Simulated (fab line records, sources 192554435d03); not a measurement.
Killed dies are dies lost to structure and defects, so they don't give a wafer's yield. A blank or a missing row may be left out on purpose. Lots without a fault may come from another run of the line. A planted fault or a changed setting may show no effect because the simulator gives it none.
fab line records | flow n5_finfet
record lots=3 wafers=8 last_day=18
route steps=1938 shown MOL_CONTACT_COAG@520 BEOL_M4@1111 PASSIVATION@1936
lots that met no fault: from a run of the same line without faults
start_h: hours from the record's first day to the start of the lot's first wafer shown | wait_h: hours since the lot's step before | " the same as in the row above | L1.1+2: a row that stands for several wafers | - no value, or no start given | * or withheld: withheld | < > ~ a bound
route shown NAME@n: a module of which the file shows steps, and the number in the route of the first | usual: mean/standard deviation of fault-free wafers | same: alike in all rows | chamber/n: place in a boat | sites: the reading at each site | _std_site: their standard deviation | _edge_site: outer sites' mean less inner sites' | radius_mm: how far each site lies from the wafer's centre | mask NAME#n: copy n | behind: the tool/chamber that last shaped the wafer | hold: why the lot was held/for how many hours/how that ended | device: the transistor (n, p or np) that didn't switch | end of line: the same wafers' tests at the end of the route | a step without rows: its recipe alone | killed: dies lost to structure and defects at the first sort, not the wafer's yield | map: a wafer's dies, x killed, . not, _ none there
set.NAME: the setting as run; set.NAME@STEP: as run at that earlier step | model.NAME: the simulator's own value behind a step, which no gauge read
lots at some steps of the route; a table a step, a row a wafer
services: from which hour (start_h, from the record's first day; less than 0 if before it) a tool's chamber was out of use, for how many hours, and why
## steps
# step N5_MOL_CONTACT_COAG_COAT_02
# recipe resist=CAR-EUV spin_rpm=1500 resist_thk_nm=30
# step N5_MOL_CONTACT_COAG_EBR_04
# recipe solvent=PGMEA ebr_width_mm=1.5
# step N5_MOL_CONTACT_COAG_SOFTBAKE_03
# recipe temp_c=110 time_s=60 resist=CAR-EUV
# step N5_MOL_CONTACT_COAG_EXPOSE_05
# recipe mask_id=CA na=0.33 source_shape=annular sigma_inner=0.4 sigma_outer=0.8 polarization=unpolarized defocus_nm=0 dose_mj=38.25
# step N5_MOL_CONTACT_COAG_PEB_06
# recipe peb_temp_c=100 peb_time_s=60 resist=CAR-EUV
# step N5_MOL_CONTACT_COAG_DEVELOP_07
# recipe develop_time_s=30 developer=TMAH resist=CAR-EUV rinse_liquid=surfactant_rinse dry=air_spin dev_temp_c=23
# step N5_MOL_CONTACT_COAG_DESCUM_13
# recipe chemistry=O2 time_s=7 source_power_w=50 bias_power_w=20 pressure_mtorr=20 rf_frequency_hz=2.712e+07 temp_c=40 resist=CAR-EUV o2_flow_sccm=225
# step N5_MOL_CONTACT_COAG_ETCH_59
# recipe chemistry=N2/H2 target=underlayer target_depth_a=130 mask_material=CAR-EUV time_s=10.4 ion_energy_ev=200 pressure_mtorr=30 source_w=840 bias_w=150 n2_flow_sccm=200 h2_flow_sccm=200 ends=cleared
# step N5_MOL_CONTACT_COAG_ETCH_105
# recipe chemistry=CF4 target=SiARC target_depth_a=156 mask_material=CAR-EUV time_s=26 ion_energy_ev=80 pressure_mtorr=40 source_w=545 bias_w=36 Ar_flow_sccm=100 cf4_flow_sccm=100 ends=cleared
# step N5_MOL_CONTACT_COAG_ETCH_106
# recipe chemistry=N2/H2 target=SOC target_depth_a=800 overetch_a=160 mask_material=SiARC temp_c=40 time_s=120 ion_energy_ev=200 pressure_mtorr=30 source_w=840 bias_w=150 n2_flow_sccm=200 h2_flow_sccm=200
# usual drypump_motor_current_A=5.9/0.37 oes_product_au=0.71/0.072 rf_vpp_V=523.2/2.3 showerhead_plenum_p_Torr=2.52/0.074 throttle_valve_pct=17.81/0.23
# same time_s=120
# columns lot.wafer tool chamber start_h wait_h drypump_motor_current_A oes_product_au rf_hours_counter_h rf_vpp_V showerhead_plenum_p_Torr throttle_valve_pct model.SiARC_of_MOL_CONTACT_COAG_COAT_104.thk_nm model.MOL_CONTACT_COAG.cd_offset_nm
L369.2 rie_diel-01 2 98.26 0.0 6.2 0.66 179 524.2 2.53 17.77 6.6 0
L369.5 " 3 " " 5.7 0.71 - 522.2 2.46 17.96 6.2 0
L369.6 " 2 " " 6.2 0.66 - 523.6 2.53 17.74 6.6 0.2
L377.1 rie_diel-01 1 148.84 0.0 6.0 0.61 219 522.0 2.52 17.84 7.4 -0.6
L377.2 " 3 " " 5.7 0.70 109 520.4 2.46 17.98 7.2 -0.4
L386.1 rie_diel-03 0 203.92 0.0 5.1 0.83 9 524.0 2.50 17.70 6 0
L386.2 " 3 " " 5.9 0.67 173 519.9 2.43 18.15 6.2 0
L386.5 " 3 " " 6.0 0.67 - 519.9 2.43 18.15 6.2 0.2
# step N5_MOL_CONTACT_COAG_STRIP_107
# recipe chemistry=N2/H2 temp_c=40 n2_flow_sccm=200 h2_flow_sccm=200 rf_frequency_hz=6e+07
# step N5_MOL_CONTACT_COAG_STRIP_108
# recipe chemistry=N2/H2 temp_c=40 n2_flow_sccm=200 h2_flow_sccm=200 rf_frequency_hz=6e+07
# step N5_MOL_CONTACT_COAG_CONTACT_ETCH_14
# recipe chemistry=C4F6/O2 target=SiO2 target_depth_a=275 overetch_a=85 mask_material=SOC pressure_mtorr=30 source_w=370 bias_w=185 Ar_flow_sccm=300 C4F6_flow_sccm=16 O2_flow_sccm=10 time_s=20 ion_energy_ev=259.6
# step N5_MOL_CONTACT_COAG_STRIP_109
# recipe chemistry=C4F6/O2 resist=SiARC rf_frequency_hz=6e+07
# step N5_MOL_CONTACT_COAG_ETCH_15
# recipe chemistry=CH3F/O2 target=SiNx target_depth_a=70 mask_material=SOC stop_on=Si:P over_etch_frac=0.75 ion_energy_ev=120 pressure_mtorr=30 source_w=395 bias_w=73 Ar_flow_sccm=150 CH3F_flow_sccm=30 O2_flow_sccm=20
# step N5_MOL_CONTACT_COAG_ETCH_110
# recipe chemistry=CF4/O2 target=Si target_depth_a=25 time_s=8 pressure_mtorr=100 source_w=200 bias_w=12 ion_energy_ev=60 Ar_flow_sccm=100 cf4_flow_sccm=100 O2_flow_sccm=10
# usual drypump_motor_current_A=5.8/0.37 oes_o_777_au=0.79/0.077 oes_product_au=0.79/0.085 rf_vpp_V=127.4/1.7 showerhead_plenum_p_Torr=2.21/0.062 throttle_valve_pct=10.72/0.28
# same time_s=8
# columns lot.wafer tool chamber start_h wait_h drypump_motor_current_A oes_o_777_au oes_product_au rf_hours_counter_h rf_vpp_V showerhead_plenum_p_Torr throttle_valve_pct model.MOL_CONTACT_COAG.cd_offset_nm
L369.2 rie_diel-01 2 98.45 0.0 6.2 0.73 0.71 179 126.9 2.21 10.72 0.2
L369.5 " 3 " " 5.7 0.82 0.81 - 125.9 2.16 10.79 0.2
L369.6 " 2 " " 6.2 0.73 0.71 - 129.5 2.21 10.74 0
L377.1 rie_diel-01 1 149.03 0.0 5.9 0.70 0.70 219 127.8 2.20 10.94 -0.4
L377.2 " 3 " " 5.7 0.80 0.80 109 126.7 2.16 10.84 -0.2
L386.1 rie_diel-03 0 204.11 0.0 5.1 0.90 0.94 9 129.2 2.18 10.46 -0.2
L386.2 " 3 " " 5.9 0.76 0.76 173 125.4 2.14 11.00 0
L386.5 " 3 " " 5.9 0.76 0.76 - 125.1 2.14 10.99 0.2
# step N5_MOL_CONTACT_COAG_STRIP_98
# recipe chemistry=N2/H2 power_w=500 temp_c=40 pressure_mtorr=50 rf_frequency_hz=6e+07 overash_fraction=0.3 bias_power_w=8 h2_frac=0.5 n2_flow_sccm=300 h2_flow_sccm=300
# step N5_MOL_CONTACT_COAG_IMPLANT_129
# recipe species=Ge energy_kev=3 dose_cm2=6e+14 tilt_deg=0 rotation_deg=0
# step N5_MOL_CONTACT_COAG_PRECLEAN_111
# recipe chemistry=NF3:NH3 afs_cycles=1 temp_c=30 time_s=20 sublimation_temp_c=180 sublimation_time_s=60 pressure_torr=3 rf_power_w=30
# step N5_MOL_CONTACT_COAG_TI_SIL_19
# recipe material=Ti target_thk_a=42 temp_c=200 chamber_pressure_pa=5 power_w=5000 time_s=15
# step N5_MOL_CONTACT_COAG_ALD_20
# recipe material=TiN target_thk_a=15 temp_c=400 ald_precursor_family=TiCl4 ald_co_reactant=NH3 pulse_time_s=1 purge_time_s=3 co_reactant_purge_time_s=2 co_reactant_pulse_time_s=2 ald_cycles=68 pressure_torr=3
# step N5_MOL_CONTACT_COAG_SIL_ANNEAL_21
# recipe temp_c=550 time_s=60 ambient=N2
# step N5_MOL_CONTACT_COAG_PRE_CLEAN_141
# recipe gas=H2/He time_s=60 temp_c=300
# step N5_MOL_CONTACT_COAG_SPUTTER_143
# recipe material=Co target_thk_a=25 temp_c=25 chamber_pressure_pa=0.2
# step N5_MOL_CONTACT_COAG_CO_FILL_22
# recipe material=Co target_thk_a=200 temp_c=200 precursor=CCTBA/H2 pressure_torr=30
# step N5_MOL_CONTACT_COAG_ANNEAL_113
# recipe temp_c=400 time_s=300 ambient=H2/N2
# step N5_MOL_CONTACT_COAG_PRE_CLEAN_142
# recipe gas=H2/He time_s=60 temp_c=300
# step N5_MOL_CONTACT_COAG_SPUTTER_130
# recipe material=Co target_thk_a=475 temp_c=25 chamber_pressure_pa=0.5 power_w=3000
# step N5_MOL_CONTACT_COAG_PRECLEAN_125
# recipe chemistry=DIW time_s=57.5 temp_c=23
# step N5_MOL_CONTACT_COAG_SRD_126
# recipe dry_time_s=32 dry=n2_spin spin_rpm=1500
# step N5_MOL_CONTACT_COAG_CMP_23
# recipe stop_on=SiO2 t_overpolish_s=1.5 post_cmp_clean=cu_alkaline down_force_psi=2 platen_rpm=50.289 pad_velocity_m_s=1.0006 target_thk_nm=0
# step N5_MOL_CONTACT_COAG_WET_ETCH_26
# recipe target=Co target_depth_nm=13
# step N5_MOL_CONTACT_COAG_WET_ETCH_116
# recipe chemistry=SC1-inhibited target_depth_nm=4.6 dry=ipa_marangoni rinse_time_s=30 rinse_temp_c=23
# step N5_MOL_CONTACT_COAG_ALD_27
# recipe material=SiOC target_thk_a=170 temp_c=400 ald_precursor_family=carbosiloxane ald_co_reactant=H2-plasma pulse_time_s=1.5 time_s=2720 purge_time_s=2 co_reactant_purge_time_s=2 ald_cycles=340 pressure_torr=2
# step N5_MOL_CONTACT_COAG_CMP_28
# recipe stop_on=SiNx t_overpolish_s=0.85 post_cmp_clean=alkaline_brush down_force_psi=4.15 platen_rpm=51.8 pad_velocity_m_s=1.0307 target_thk_nm=14.522
# step N5_BEOL_M4_RC_MEAS_101
# usual DIBL_N=36.3/1.6 DIBL_P=36.5/1.6 IOFF_N=0.163/0.026 IOFF_P=0.22/0.033 ION_N=676/9.9 ION_P=464/6.5 RC_DENSE_N=18.8/0.33 RC_DENSE_P=23.5/0.41 RC_N=15.35/0.26 RC_P=19.2/0.32 SS_N=71.5/0.5 SS_P=73.3/0.64 VT_N=249.3/2.9 VT_P=-250/3.2
# columns lot.wafer tool chamber start_h wait_h DIBL_N[mV/V] DIBL_P[mV/V] IOFF_N[nA/um] IOFF_P[nA/um] ION_N[uA/um] ION_P[uA/um] RC_DENSE_N[ohm.um] RC_DENSE_P[ohm.um] RC_N[ohm.um] RC_P[ohm.um] SS_N[mV/dec] SS_P[mV/dec] VT_N[mV] VT_P[mV]
L369.2 prober-02 0 200.44 0.2 34.2 33.1 0.127 0.19 683 473 18.5 23.4 15.11 19.0 71.0 71.7 253.9 -250
L369.5 " 0 " " 34.9 33.7 0.131 0.19 670 465 18.7 23.6 15.18 19.1 71.6 72.7 251.2 -252
L369.6 " 0 " " 37.0 36.4 0.165 0.24 678 459 18.7 23.2 15.13 19.1 71.3 74.3 250.7 -249
L377.1 prober-02 0 254.38 0.0 35.7 36.2 0.166 0.22 673 464 20.1 25.0 16.31 20.3 71.5 73.8 249.9 -248
L377.2 " 0 " " 35.6 35.8 0.148 0.21 675 453 19.7 24.5 15.85 20.2 72.2 73.1 248.0 -250
L386.1 prober-01 0 307.17 0.0 35.5 36.1 0.146 0.24 666 465 19.2 23.9 15.47 19.2 71.4 73.5 250.9 -246
L386.2 " 0 " " 34.7 35.0 0.142 0.22 670 472 18.9 23.8 15.41 19.3 71.2 72.6 253.0 -246
L386.5 " 0 " " 33.1 33.0 0.111 0.19 663 466 18.6 23.5 15.29 19.1 71.0 72.3 256.7 -250
# step N5_PASSIVATION_PROBE_49
# usual defect_limited_yield=91.2/1.5 killed_at_M0_to_M3=32/9.6 killed_at_M4_up=13/5.3 killed_at_contacts=13/6.7 killed_at_front_end=42/11 killed_at_other=3.8/2.9 killed_dies=103/17 killed_open=67/13 killed_short=35/7.9 sort_bin_5_function=5.2/0.94 sort_bin_6_memory=3.3/0.64 sort_n_pass=1077/17 sort_yield_pct=91.2/1.5
# same gross_dies=1180 killed_at_back_side=0 sort_bin_4_leakage[%]=0 sort_bin_8_speed[%]=0
# columns lot.wafer tool chamber start_h wait_h defect_limited_yield[%] killed_at_M0_to_M3 killed_at_M4_up killed_at_contacts killed_at_front_end killed_at_other killed_dies killed_open killed_short sort_bin_5_function[%] sort_bin_6_memory[%] sort_n_pass sort_yield_pct[%]
L377.1 prober-02 - 358.25 0.0 76.4 53 9 175 34 7 278 68 40 19.5 3.7 902 76.4
L377.2 prober-02 - 358.30 0.1 89.0 33 13 31 47 6 130 76 32 6.9 3.7 1050 89.0
# killed by level:class
L377.1 MOL_CONTACT_COAG:area_etch=170 BEOL_M0_SAQP:geometric_particle:open=21 BEOL_M3:geometric_particle:open=13 BEOL_M0_SAQP:geometric_particle:short=9 DUMMY_GATE:geometric_particle:open=6 GATE_CUT:geometric_particle:short=6 FIN_SAQP:geometric_particle:short=4 FIN_SAQP:geometric_particle:open=4
L377.2 MOL_CONTACT_COAG:area_etch=21 BEOL_M0_SAQP:geometric_particle:open=10 STI_FIN_REVEAL:geometric_particle:open=9 ILD0:geometric_particle:open=8 BEOL_M3:geometric_particle:open=7 MOL_CONTACT_COAG:geometric_particle:open=6 ILD0:geometric_particle:short=5 GATE_CUT:geometric_particle:short=5
# map L377.1 (x killed, . not)
_________________.xxx....x.x.________________
______________........x..x..x.x._____________
___________..............x..x......__________
__________x......x.x.........x......_________
________.xxx............x.........x..._______
_______xx.............x.........x..x.xx______
______..x....x.....x.........x.x........_____
_____.....x..x..x..............x.x.......____
____.......x..x............x...x...x......___
___...x........x...........x....x..........__
___.x...x...x.....x........x..x.x.....x....__
__.xx...x..x......x..x...............x.....x_
__xx.x........x....x......x......x.........._
_xxxx..x..........x.xx.....................x.
_xxx.....x........................xx..x......
_xxx.xx....x.x.xx.x..xx......x.............xx
_xx.xxx........x...x.x.x..x........x.x.....x.
_xx.xxx...x..x.xxx......x...........x......x.
_xxxxxx..x.x......x........x.xxx.........x..x
_x.xxx.x.x..x..x..xx.............x....x......
_...x.xx.........x.x......x...x......x.......
__x.x.x.xxx..................x.............._
__x..x.x.x.xxx.....x..x.x...............x..._
___x.xx.xx.xxxxxx..xxx.x......x......x.x..x__
___.x.xxx...xx....xx......x........x.x.xx..__
____......xx.xx.............x........x.xx.___
_____x....x.xxx.........x...........x.xx.____
______...xx...xxx......x..x..x........x._____
_______...x..x.xx.x...x........x.x.....______
________..x.xx.x...................xx._______
__________.xxxxx.........x.........._________
___________xxxxx.x....x...x.......x__________
______________xx.....x...x......_____________
_________________x.xxxxx...xx________________
# map L369.5 (x killed, . not)
_________________........x...________________
______________....x.........x..._____________
___________.....x.x.....x..xx.....x__________
__________............x.........x..._________
________.............x.x.............._______
_______................................______
______..................x..........x...._____
_____......x..............x..x...........____
____.........x..............x.........x...___
___.....................x..................__
___......x............xx...................__
__.........................xx..............._
__...........x.........................x...._
_.............x.......x......................
_....x..x...........x..x...xx................
_........x............x.......xx.............
_.x.......x......x....x.x...............x..xx
_.............xxx...x........................
_.............................x..............
_.........x.....x.x.............x...........x
_...............x............x.......x.......
__........x............................x...._
__x........................................._
___....x.....xx...........x...x............__
___.....x..................................__
____......x...............................___
_____.......x........x...x..........x....____
______.......................x.........._____
_______x.....xx.........x..............______
________............x..x...x........x._______
__________.....x..............x....._________
___________.........x....xx.......x__________
______________.....x............_____________
_________________...........x________________
## services
# columns tool chamber start_h hours kind
rie_diel-03 2 88.25 5.0 repair
rie_diel-03 1 136.58 - clean
rie_diel-03 1 136.58 - consumable_replace:focus_ring
rie_diel-03 1 136.58 23.6 scheduled_down
rie_diel-03 1 136.58 23.6 vent_cycle
rie_diel-03 0 160.31 - clean
rie_diel-03 0 160.31 - consumable_replace:focus_ring
rie_diel-03 0 160.31 19.5 scheduled_down
rie_diel-03 0 160.31 19.5 vent_cycle
rie_diel-01 1 203.47 7.2 repair
## key
first_sign step=N5_BEOL_M4_RC_MEAS_101 reading=RC_DENSE_N direction=up sigmas=3.4 usual=18.8 struck=19.9
effect step=N5_BEOL_M4_RC_MEAS_101 reading=RC_P direction=up sigmas=3.3 usual=19.2 struck=20.3
effect step=N5_BEOL_M4_RC_MEAS_101 reading=RC_DENSE_P direction=up sigmas=2.9 usual=23.5 struck=24.7
effect step=N5_BEOL_M4_RC_MEAS_101 reading=RC_N direction=up sigmas=2.8 usual=15.35 struck=16.08
effect step=N5_PASSIVATION_PROBE_49 reading=killed_at_contacts direction=up sigmas=14 usual=13 struck=103
model_effect step=N5_MOL_CONTACT_COAG_ETCH_106 value=SiARC_of_MOL_CONTACT_COAG_COAT_104.thk_nm without=6.3 struck=7.3
model_effect step=N5_MOL_CONTACT_COAG_ETCH_110 value=MOL_CONTACT_COAG.cd_offset_nm without=0.1 struck=-0.3
more_kills_born_at N5_MOL_CONTACT_COAG_ETCH_106@rie_diel-01=191
met_at N5_MOL_CONTACT_COAG_ETCH_106
struck_wafers L377.1,L377.2
onset_between 98.26 148.84
also_fits N5_MOL_CONTACT_COAG_ETCH_110:rie_diel-01
fault kind=process_parameter_drift tool=rie_diel-01 chamber=- onset_h=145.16 steps=N5_MOL_CONTACT_COAG_ETCH_106 channel=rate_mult offset=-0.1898 shape=step end_h=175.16 scope=struck_wafers_only
